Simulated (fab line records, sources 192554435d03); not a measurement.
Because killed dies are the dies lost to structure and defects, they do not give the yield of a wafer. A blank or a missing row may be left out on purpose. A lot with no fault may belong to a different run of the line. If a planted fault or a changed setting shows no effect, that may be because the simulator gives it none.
Lot-split experiment | flow n5 finfet | 7 lots, 21 wafers read, on a route of 1938 steps

## ON THE SPLIT
At N5_DUMMY_GATE_ETCH_31 (etches SiO2 in C4F6/O2, target depth 82.5 nm, time 27.5 s), the setting target depth a was moved away from the recipe's 825 angstrom on 5 of the 21 wafers read, by -12.0% to +7.6%. For the rest of the wafers, this setting stayed at what the recipe calls for.

Reading taken at the split's own step.

## THE READING
SOC_of_DUMMY_GATE_COAT_34.thk nm (the simulator's own value, which no gauge read), in nm, at N5_DUMMY_GATE_ETCH_31 (etches SiO2 in C4F6/O2, target depth 82.5 nm, time 27.5 s). The file does not state a usual value for it. Average 51.7 nm, standard deviation 0.3 nm, over the 16 wafers here run with the recipe.

wafer  | tool, chamber at the split | target depth a as run, angstrom | against the recipe | SOC_of_DUMMY_GATE_COAT_34.thk nm, nm | against lot-mates on the recipe
L078.2 | rie diel-04, 1             | 825                             | recipe             | 51.6                                 | -
L078.4 | rie diel-04, 3             | 825                             | recipe             | 51.6                                 | -
L078.5 | rie diel-04, 2             | 825                             | recipe             | 51.4                                 | -
L082.3 | rie diel-04, 0             | 825                             | recipe             | 51.8                                 | -
L082.4 | rie diel-04, 3             | 726                             | -12.0%             | 52.8                                 | +1.1
L082.5 | rie diel-04, 0             | 825                             | recipe             | 51.6                                 | -
L087.2 | rie diel-02, 1             | 825                             | recipe             | 51.8                                 | -
L087.3 | rie diel-02, 2             | 825                             | recipe             | 51.8                                 | -
L087.6 | rie diel-02, 1             | 825                             | recipe             | 51.6                                 | -
L088.1 | rie diel-02, 3             | 825                             | recipe             | 52                                   | -
L088.2 | rie diel-02, 1             | 825                             | recipe             | 52                                   | -
L088.3 | rie diel-02, 2             | 778.6                           | -5.6%              | 52.6                                 | +0.6
L089.2 | rie diel-06, 1             | 874.1                           | +6.0%              | 50.8                                 | -0.4
L089.3 | rie diel-06, 0             | 825                             | recipe             | 51.2                                 | -
L089.5 | rie diel-06, 1             | 874.1                           | +6.0%              | 50.6                                 | -0.6
L092.1 | rie diel-02, 0             | 825                             | recipe             | 51.4                                 | -
L092.2 | rie diel-02, 1             | 825                             | recipe             | 51.4                                 | -
L092.5 | rie diel-02, 0             | 887.9                           | +7.6%              | 50.8                                 | -0.6
L095.1 | rie diel-06, 0             | 825                             | recipe             | 52                                   | -
L095.4 | rie diel-06, 3             | 825                             | recipe             | 52.4                                 | -
L095.6 | rie diel-06, 1             | 825                             | recipe             | 52                                   | -

FIT RESULTS
A straight line over all 21 wafers: SOC_of_DUMMY_GATE_COAT_34.thk nm changes by -0.121 nm for each +1% of target depth a; r = -0.85; the points scatter about the line by 0.31 nm.
The same after taking each lot's own level away (the mean of its wafers on the recipe; 21 wafers): -0.0891 nm for each +1%; r = -0.96; scatter 0.11 nm.
Per that fit: largest target depth a move, reading shift of 1.1 nm.
Across the lots, their own levels run from 51.20 to 52.13 nm, a range of 3.1 times the standard deviation given above.
Hence the slope depends on the lot-to-lot level, as the two fits are not the same.
Check: +1.06 nm against its lot-mates is what the line predicts for one of the wafers moved furthest among these (-12.0%) when that wafer is left out of the fit. It came out at +1.1 nm against them.

## OTHER SPLITS ON THESE WAFERS
Other splits were also applied to these wafers ahead of the reading. Each is held against what the fit with the lots' levels taken away leaves over:
other split on the same wafers        | wafers away from the commonest value | r with SOC_of_DUMMY_GATE_COAT_34.thk nm (lot level and that fit taken away)
N5_WELL_APT_COAT_02 spin rpm          | 4                                    | -0.17
N5_WELL_APT_PEB_06 peb time s         | 10                                   | -0.06
N5_WELL_APT_DEVELOP_07 develop time s | 7                                    | +0.30
N5_FIN_SAQP_SPACER1_ALD_24 ald cycles | 6                                    | +0.16
N5_FIN_CUT_EXPOSE_05 dose mj          | 5                                    | -0.22

## THE WHOLE CHAIN: every reading that the file lists as answering this split, in the file's order
step                  | what it does                                              | reading                                                                           | change (the file's fit)                | r (the file's)
N5_DUMMY_GATE_ETCH_31 | etches SiO2 in C4F6/O2, target depth 82.5 nm, time 27.5 s | etch.depth nm (the simulator's own value, which no gauge read)                    | +1.06 nm for each +1% of the setting   | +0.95
N5_DUMMY_GATE_ETCH_31 | etches SiO2 in C4F6/O2, target depth 82.5 nm, time 27.5 s | SOC_of_DUMMY_GATE_COAT_34.thk nm (the simulator's own value, which no gauge read) | -0.0896 nm for each +1% of the setting | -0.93

## THE FILE'S OWN FIT
SOC_of_DUMMY_GATE_COAT_34.thk nm changes by -0.0896 nm for each +1% of target depth a, r = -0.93.
